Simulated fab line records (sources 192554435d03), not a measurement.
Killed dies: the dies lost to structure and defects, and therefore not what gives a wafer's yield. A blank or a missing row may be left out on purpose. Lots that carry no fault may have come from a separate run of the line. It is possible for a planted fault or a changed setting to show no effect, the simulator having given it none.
Matching of chambers | flow n5_finfet | N5_BEOL_M4_DEP_57 on pecvd-04 has 3 sister chambers
The step deposits SiCN from 3MS/NH3, target thk 8 nm, time 14 s. 6 wafers are shown with their chamber, then 7 later ones without.

== EACH WAFER AND ITS CHAMBER ==
wafer  | chamber | throttle_valve_pct (%) | showerhead_plenum_p_Torr (Torr)
L078.4 | 0       | 9.3                    | 3.694
L078.6 | 1       | 8.4                    | 3.669
L088.2 | 1       | 8.4                    | 3.664
L088.6 | 0       | 9.3                    | 3.680
L093.2 | 2       | 8.9                    | 3.667
L093.5 | 2       | 8.5                    | 3.663

== WAFERS WHOSE CHAMBER IS MISSING ==
wafer  | throttle_valve_pct (%) | showerhead_plenum_p_Torr (Torr)
L093.6 | 8.4                    | 3.672
L096.2 | 8.4                    | 3.670
L096.4 | 8.9                    | 3.656
L096.6 | 8.2                    | 3.674
L095.1 | 8.4                    | 3.676
L095.3 | 8.9                    | 3.671
L095.4 | 9.3                    | 3.695

== WHICH CHAMBER EACH ONE RAN IN ==
wafer  | from the rows above          | in truth
L093.6 | can't be placed: 1 or 2      | 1
L096.2 | can't be placed: 1 or 2      | 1
L096.4 | can't be placed: 2 or 1      | 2
L096.6 | can't be placed: 1 or 2      | 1
L095.1 | can't be placed: 1 or 2      | 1
L095.3 | can't be placed: 2 or 1 or 0 | 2
L095.4 | 0                            | 0
Correctly placed: 1 of 7. Not placeable from these rows: 6 (in 6, the candidates include the true chamber). Number placed wrongly: 0.
How it was worked out, from the rows above alone: a wafer's distance from a chamber is the root of the sum, over the readings, of the square of ((its reading less the chamber's mean) divided by the reading's scatter). The wafer belongs to the nearest chamber; if the next one is less than 2 further off, it can't be placed. A chamber's mean is the mean of its shown wafers. How the scatter is found: for the shown wafers, subtract from each reading the mean of its chamber, square and add these, divide the total by (wafers less chambers), then take the root.
